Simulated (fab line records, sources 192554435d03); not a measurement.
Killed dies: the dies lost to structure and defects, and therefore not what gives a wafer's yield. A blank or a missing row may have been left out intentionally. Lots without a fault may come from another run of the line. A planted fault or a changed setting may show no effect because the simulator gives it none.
Chamber matching | flow n5 finfet | N5_BEOL_M5_ETCH_72 on rie diel-02 has 4 sister chambers
The step etches underlayer in N2/H2, target depth 6.5 nm, time 5.2 s. 4 wafers are shown with their chamber, then 7 later ones without.

## WAFERS, EACH WITH ITS CHAMBER
wafer  | chamber | showerhead plenum p Torr (Torr)
L085.5 | 3       | 2.34
L082.3 | 2       | 2.64
L090.1 | 0       | 2.62
L090.4 | 1       | 2.59

## WAFERS WITHOUT THEIR CHAMBER
wafer  | showerhead plenum p Torr (Torr)
L090.6 | 2.59
L091.1 | 2.64
L091.2 | 2.62
L091.6 | 2.33
L094.2 | 2.33
L094.3 | 2.59
L094.6 | 2.33

## EACH ONE'S CHAMBER
wafer  | from the rows above | in truth
L090.6 | 1                   | 1
L091.1 | 2                   | 2
L091.2 | 0                   | 0
L091.6 | 3                   | 3
L094.2 | 3                   | 3
L094.3 | 1                   | 1
L094.6 | 3                   | 3
Correct placement for 7 of the 7. From these rows, 0 cannot be placed. Wrongly placed: 0.
How it was worked out, from the rows above alone: a wafer's distance from a chamber is the root of the sum, over the readings, of the square of ((its reading less the chamber's mean) divided by the reading's scatter). The wafer belongs to the nearest chamber; if the next one is less than 2 further off, it can't be placed. The mean given for a chamber averages the wafers shown for that chamber. The scatter (one wafer shown for each chamber): square how far every hidden wafer sits from the nearest shown wafer, average those squares and take the square root.
